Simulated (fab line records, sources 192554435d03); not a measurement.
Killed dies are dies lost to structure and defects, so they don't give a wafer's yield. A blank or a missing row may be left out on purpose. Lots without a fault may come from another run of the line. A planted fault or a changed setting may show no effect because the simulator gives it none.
Split-lot experiment | flow n5_finfet | 7 lots, 15 wafers read, on a route of 1938 steps

THE SPLIT
At N5_BEOL_M2_SPUTTER_48 (material Cu, target thk 4.5 nm, time 8.29 s), the setting time_s was moved away from the recipe's 8.29 s on 5 of the 15 wafers read, by +5.5% to +13.9%. The other wafers ran this setting at the recipe's value.

The reading is taken at the split's own step.

THE READING
Cu_of_BEOL_M2_SPUTTER_48.thk_nm (the simulator's own value, which no gauge read), in nm, at N5_BEOL_M2_SPUTTER_48 (material Cu, target thk 4.5 nm, time 8.29 s). The file gives no usual value for it. The 10 wafers here that ran the recipe average 4.5 nm, standard deviation 0.098 nm.

wafer  | tool, chamber at the split | time_s as run, s | against the recipe | Cu_of_BEOL_M2_SPUTTER_48.thk_nm, nm | against lot-mates on the recipe
L076.4 | pvd_sputter-03, -          | 8.29             | recipe             | 4.4                                 | -
L079.6 | pvd_sputter-01, -          | 9.038            | +9.0%              | 5                                   | no lot-mate on the recipe
L083.3 | pvd_sputter-02, -          | 8.29             | recipe             | 4.6                                 | -
L083.5 | pvd_sputter-02, -          | 8.29             | recipe             | 4.6                                 | -
L088.2 | pvd_sputter-01, -          | 8.29             | recipe             | 4.6                                 | -
L088.4 | pvd_sputter-01, -          | 8.29             | recipe             | 4.6                                 | -
L088.3 | pvd_sputter-01, -          | 8.749            | +5.5%              | 4.8                                 | +0.2
L091.1 | pvd_sputter-03, -          | 9.191            | +10.9%             | 5                                   | +0.6
L091.5 | pvd_sputter-03, -          | 8.29             | recipe             | 4.4                                 | -
L096.3 | pvd_sputter-03, -          | 9.443            | +13.9%             | 5.2                                 | +0.8
L096.6 | pvd_sputter-03, -          | 9.443            | +13.9%             | 5.2                                 | +0.8
L096.5 | pvd_sputter-03, -          | 8.29             | recipe             | 4.4                                 | -
L097.2 | pvd_sputter-02, -          | 8.29             | recipe             | 4.6                                 | -
L097.4 | pvd_sputter-02, -          | 8.29             | recipe             | 4.6                                 | -
L097.5 | pvd_sputter-02, -          | 8.29             | recipe             | 4.4                                 | -

THE FIT
A straight line over all 15 wafers: Cu_of_BEOL_M2_SPUTTER_48.thk_nm changes by +0.0486 nm for each +1% of time_s; r = +0.95; the points scatter about the line by 0.088 nm.
The same after taking each lot's own level away (the mean of its wafers on the recipe; 14 wafers): +0.0563 nm for each +1%; r = +0.98; scatter 0.057 nm.
On that fit, the largest move of time_s shifts the reading by 0.78 nm.
The lots' own levels span 4.40 to 4.60 nm, that is 2.0 times the standard deviation above.
So the lot-to-lot level changes the slope: the two fits differ.
Check: with one of the wafers moved furthest among these (+13.9%) left out of the fit, the line predicts +0.764 nm for it against its lot-mates. It came out at +0.8 nm against them.

OTHER SPLITS ON THESE WAFERS
These wafers also went through other splits before the reading. Each is held against what the fit with the lots' levels taken away leaves over:
other split on the same wafers    | wafers away from the commonest value | r with Cu_of_BEOL_M2_SPUTTER_48.thk_nm (lot level and that fit taken away)
N5_BEOL_M1_HM_DEP_02 target_thk_a | 6                                    | -0.26

THE FILE'S OWN FIT
Cu_of_BEOL_M2_SPUTTER_48.thk_nm changes by +0.0548 nm for each +1% of time_s, r = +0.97.
